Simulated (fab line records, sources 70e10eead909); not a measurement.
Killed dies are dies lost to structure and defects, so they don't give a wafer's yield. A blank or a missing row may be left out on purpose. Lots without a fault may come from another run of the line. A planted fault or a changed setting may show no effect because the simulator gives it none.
A struck lot beside a sound one | flow nand_harc | 14 steps out of a route of 1302
Sound: wafers L315.1, L315.2, L315.4. Struck: wafer L323.3. (L323.4, L323.6 of the same lot were not struck and are left out.) The cause comes at the end.
At each step with rows: each side's tool, then ch and its chambers, then its first start. Under that, the readings that differ: sound wafers | struck wafers | difference of the means | sigmas: that difference in standard deviations of wafers without a fault.
alike: readings whose means differ by less than 2 such deviations, and words and numbers that are the same on both sides. not compared: withheld readings, readings that some wafer has no value for, bounds like >300 that may hide the same value, and numbers for which the record gives no deviation and whose values overlap.
The two part at a step that has a row with sigmas, a row that says differs or no value, or rows on one side only. Numbers that don't overlap but have no deviation are shown without sigmas and don't part them. A reading that every wafer of one side lacks parts them only if that side has two wafers or more.

first, 2 steps without rows for these wafers: NHARC_A_SOURCE_PLATE_CVD_03 (deposits poly-Si, target thk 200 nm, time 4000 s); NHARC_A_SOURCE_PLATE_ANNEAL_05 (time 1800 s).
NHARC_A_SOURCE_PLATE_THK_MEAS_06: measures by ellipsometry.
  sound on film_metro-01, day 9 23:10; struck on film_metro-02, day 13 20:31
  alike: thk_nm
NHARC_A_SOURCE_PLATE_INSPECT_08:
  sound on defect_inspect-02, day 9 23:14; struck on defect_inspect-02, day 13 20:37
  alike: raw_defect_count
then, 1 step without rows for these wafers: NHARC_A_ONON_D1_DEP_00 (target thk 1000 nm).
NHARC_A_ONON_D1_THK_MEAS_02: measures by ellipsometry.
  sound on film_metro-01, day 9 23:48; struck on film_metro-01, day 13 21:11
  alike: thk_nm
then, 1 step without rows for these wafers: NHARC_A_ONON_D1_DEP_03 (target thk 1000 nm).
NHARC_A_ONON_D1_THK_MEAS_05: measures by ellipsometry.
  sound on film_metro-01, day 10 00:22; struck on film_metro-02, day 13 21:46
  alike: thk_nm
then, 1 step without rows for these wafers: NHARC_A_ONON_D1_DEP_06 (target thk 1000 nm).
NHARC_A_ONON_D1_THK_MEAS_08: measures by ellipsometry.
  sound on film_metro-02, day 10 00:56; struck on film_metro-01, day 13 22:19
  alike: thk_nm
NHARC_A_ONON_D1_DEP_09: target thk 1000 nm.
  sound on pecvd_onon-04 ch 0, day 10 00:59; struck on pecvd_onon-04 ch 0, day 13 22:29
  alike: susceptor_temp_C
NHARC_A_ONON_D1_THK_MEAS_11: measures by ellipsometry.
  sound on film_metro-01, day 10 01:29; struck on film_metro-02, day 13 22:53
  reading     | sound          | struck | difference | sigmas
  thk_nm (nm) | 1012 1014 1011 | 1518   | +506       | +54
then, 1 step without rows for these wafers: NHARC_A_ONON_D1_DEP_12 (target thk 1000 nm).
-- the record jumps here: 17 days lie between the struck wafers' starts before and after (it left off in module A_ONON_D1 and takes up again in module END, whose first step shown is number 1302 of the route) --
NHARC_END_SORT_01:
  sound on prober-01 ch 0, day 26 05:19; struck on prober-02 ch 0, day 30 14:32
  reading             | sound    | struck | difference | sigmas
  killed_at_array     | 48 56 50 | 665    | +614       | +34
  killed_at_periphery | 1 3 4    | 12     | +9         | +3
  killed_dies         | 49 60 55 | 677    | +622       | +33
  alike: killed_at_other, killed_open, killed_short

WHERE THEY PART
First at NHARC_A_ONON_D1_THK_MEAS_11; last, within this record, at NHARC_END_SORT_01.

WHY: what the simulator had put in
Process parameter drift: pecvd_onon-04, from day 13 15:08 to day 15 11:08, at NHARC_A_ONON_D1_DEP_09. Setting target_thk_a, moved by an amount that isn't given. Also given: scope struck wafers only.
